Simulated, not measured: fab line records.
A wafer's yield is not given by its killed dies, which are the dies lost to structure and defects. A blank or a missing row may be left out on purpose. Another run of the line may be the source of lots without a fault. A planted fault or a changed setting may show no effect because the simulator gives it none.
Chamber matching	flow n5-finfet	N5_GATE_CUT_CMP_23 on cmp-02: 4 sister chambers
The step polishes, stops on SiO2, t overpolish 23.4 s, target thk 16 nm. 14 wafers are shown with their chamber, then 7 later ones without.

## EACH WAFER AND ITS CHAMBER
wafer	chamber	motor-current-A (A)	time-to-endpoint-s (s)	overpolish-run-s (s)
L077.1	0	9.9	17.0	23.419
L077.5	1	8.5	16.9	23.383
L077.6	0	9.5	15.9	23.404
L082.1	2	9.5	19.5	23.393
L082.2	3	8.8	23.2	23.404
L082.5	0	9.5	19.0	23.402
L086.3	1	8.3	18.9	23.404
L086.4	3	8.5	21.1	23.396
L086.6	2	8.8	23.0	23.408
L088.1	1	8.3	18.5	23.407
L088.4	2	9.2	21.7	23.403
L088.6	1	8.1	18.7	23.412
L095.2	1	8.4	21.2	23.413
L095.3	0	10.0	18.7	23.398

SIGNATURES (means of the wafers above)
reading	chamber 0	chamber 1	chamber 2	chamber 3	scatter within a chamber
motor-current-A	9.725	8.320	9.167	8.650	0.242
time-to-endpoint-s	17.650	18.840	21.400	22.150	1.56
overpolish-run-s	23.40575	23.40380	23.40133	23.40000	0.00998
Rule: a wafer lies at a distance from a chamber equal to the root of the sum of squares, over the readings, of (its reading less the chamber's mean, divided by the reading's scatter). The wafer belongs to the nearest chamber; if the next one is less than 2 further off, it can't be placed. The scatter: take each reading less its chamber's mean, square it, sum over the shown wafers, divide by the number of wafers less the number of chambers, and take the root.

## WAFERS WITHOUT THEIR CHAMBER
wafer	motor-current-A (A)	time-to-endpoint-s (s)	overpolish-run-s (s)
L095.4	9.5	19.2	23.403
L092.4	9.6	18.6	23.412
L092.5	8.9	19.5	23.403
L092.6	8.6	18.3	23.392
L097.1	8.7	23.1	23.399
L097.2	10.1	16.5	23.424
L097.3	8.3	18.6	23.389

## WHICH CHAMBER EACH WENT THROUGH
wafer	from the rows above	in truth
L095.4	can't be placed: 0 or 2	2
L092.4	can't be placed: 0 or 2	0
L092.5	can't be placed: 2 or 3 or 1 or 0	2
L092.6	can't be placed: 1 or 3 or 2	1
L097.1	can't be placed: 3 or 2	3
L097.2	0	0
L097.3	can't be placed: 1 or 3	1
Correct placement for 1 of the 7. Can't be placed from these rows: 6 (the true chamber is among the candidates in 6). Number placed wrongly: 0.
